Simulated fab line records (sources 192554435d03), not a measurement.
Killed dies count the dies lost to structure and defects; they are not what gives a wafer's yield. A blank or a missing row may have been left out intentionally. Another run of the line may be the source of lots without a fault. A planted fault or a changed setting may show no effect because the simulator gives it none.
Matching of chambers ; flow n5_finfet ; 3 sister chambers for N5_BEOL_M9_CURE_71 on uv_cure-03
The step cures SiCOH lowk, time 240 s. 3 wafers are shown with their chamber, then 11 later ones without.

## WAFERS PAIRED WITH THEIR CHAMBERS
wafer;chamber;wafer_temp_C_max
L084.5;1;388.2
L085.6;0;388.0
L088.1;2;387.1

## WAFERS MISSING THEIR CHAMBER
wafer;wafer_temp_C_max
L088.2;386.1
L088.3;385.9
L091.1;386.3
L091.4;386.6
L091.5;386.2
L095.3;386.1
L095.5;386.4
L095.6;386.3
L097.2;389.5
L097.4;388.2
L097.6;388.5

## WHICH CHAMBER EACH WENT THROUGH
wafer;from the rows above;in truth
L088.2;can't be placed: 2 or 0 or 1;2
L088.3;can't be placed: 2 or 0 or 1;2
L091.1;can't be placed: 2 or 0 or 1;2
L091.4;can't be placed: 2 or 0 or 1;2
L091.5;can't be placed: 2 or 0 or 1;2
L095.3;can't be placed: 2 or 0 or 1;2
L095.5;can't be placed: 2 or 0 or 1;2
L095.6;can't be placed: 2 or 0 or 1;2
L097.2;can't be placed: 1 or 0 or 2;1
L097.4;can't be placed: 1 or 0 or 2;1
L097.6;can't be placed: 1 or 0 or 2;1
Correctly placed: 0 of 11. Can't be placed from these rows: 11 (the true chamber is among the candidates in 11). Number placed wrongly: 0.
How it was worked out, from the rows above alone: a wafer's distance from a chamber is the root of the sum, over the readings, of the square of ((its reading less the chamber's mean) divided by the reading's scatter). If the next closest chamber is less than 2 further off than the closest, the wafer can't be placed; otherwise it belongs to the closest. A chamber's mean is the mean of its shown wafers. The scatter: root of mean squared gap, hidden wafer to nearest shown wafer, with one shown wafer a chamber.
